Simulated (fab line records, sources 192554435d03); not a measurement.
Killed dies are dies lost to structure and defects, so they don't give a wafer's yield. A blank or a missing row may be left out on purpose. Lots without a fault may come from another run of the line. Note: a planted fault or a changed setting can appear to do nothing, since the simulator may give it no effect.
A struck lot beside a sound one	flow n5-finfet	15 out of 1938 route steps
Sound: these wafers, L354.2, L354.3, L354.5. Wafers struck: L339.1, L339.4, L339.5. The cause is given at the end.
Each step with rows lists, per side, the tool, then ch with its chambers, then its first start. Under that, the readings that differ: sound wafers	struck wafers	difference of the means	sigmas: that difference in standard deviations of wafers without a fault.
alike: readings whose means differ by less than 2 such deviations, and words and numbers that are the same on both sides. not compared: withheld readings, readings that some wafer has no value for, bounds like >300 that may hide the same value, and numbers for which the record gives no deviation and whose values overlap.
A row with sigmas, a row that says differs or no value, or rows on one side alone: a step with any of these is where the two part. When numbers do not overlap yet have no deviation, they are printed without sigmas and do not part them. A reading that every wafer of one side lacks parts them only if that side has two wafers or more.

first, 2 steps without rows for these wafers: N5_BEOL_M15_STRIP_36 (strips in O2); N5_BEOL_M15_STRIP_62 (strips in O2).
N5_BEOL_M15_STRIP_37: strips in O2.
  sound on rie-diel-01 ch 1,2,3; struck on rie-diel-02 ch 0,2,3
  alike: drypump-motor-current-A, oes-product-au, rf-vpp-V, showerhead-plenum-p-Torr, temp-c, throttle-valve-pct
  not compared: rf-hours-counter-h
N5_BEOL_M15_ETCH_38: etches SiCN in CF4/N2, target depth 106.4 nm, time 120.5 s.
  sound on rie-diel-01 ch 1,2,3; struck on rie-diel-02 ch 0,2,3
  alike: drypump-motor-current-A, mfc-ar-sccm, oes-product-au, rf-fwd-power-W, rf-vpp-V, showerhead-plenum-p-Torr, throttle-valve-pct
  not compared: rf-hours-counter-h
then, 3 steps without rows for these wafers: N5_BEOL_M15_PRECLEAN_39 (cleans in residue remover, time 60 s); N5_BEOL_M15_SRD_40 (time 30 s, dry time 30 s); N5_BEOL_M15_DEGAS_41 (time 60 s).
N5_BEOL_M15_PRE_CLEAN_42: time 30 s.
  sound: pvd-sputter-02 at day 16 22:45; struck: pvd-sputter-03 at day 12 14:11
reading	sound	struck	difference	sigmas
heater-power-w (W)	418 442 424	524 527 487	+85	+2
N5_BEOL_M15_SPUTTER_43: material TaN, target thk 15 nm, time 24.19 s.
  sound: pvd-sputter-02 at day 16 22:47; struck: pvd-sputter-03 at day 12 14:13
  alike: bias-v, cathode-dc-power-W, throttle-valve-pct
then, 3 steps without rows for these wafers: N5_BEOL_M15_SPUTTER_44 (material Ta, target thk 15 nm, time 24.19 s); N5_BEOL_M15_SPUTTER_45 (material Cu, target thk 100 nm, time 16.67 s); N5_BEOL_M15_ECD_47 (material Cu, target thk 1860 nm).
N5_BEOL_M15_ANNEAL_48: time 90 s.
  sound on rtp-anneal-02 ch 0, day 16 23:43; struck on rtp-anneal-02 ch 0, day 12 14:47
reading	sound	struck	difference	sigmas
wafer_temp_C_max	225.97 226.12 226.26	221.45 221.30 221.14	-4.82	-19
N5_BEOL_M15_CMP_49: polishes, stops on SiO2, t overpolish 4.9 s, target thk 850 nm.
  sound on cmp-02 ch 0,2, day 16 23:58; struck on cmp-01 ch 2,3, day 12 15:11
  alike: barrier-field-endpoint-s, clearing-platen-rpm, motor-current-A, overpolish-run-s
N5_PASSIVATION_PROBE_49:
  record: rows for the struck wafers here (prober-02, day 13 10:32), none for the sound ones

== WHERE THEY PART ==
Last at N5_PASSIVATION_PROBE_49 as far as this record goes, first at N5_BEOL_M15_PRE_CLEAN_42.

WHY: what the simulator had put in
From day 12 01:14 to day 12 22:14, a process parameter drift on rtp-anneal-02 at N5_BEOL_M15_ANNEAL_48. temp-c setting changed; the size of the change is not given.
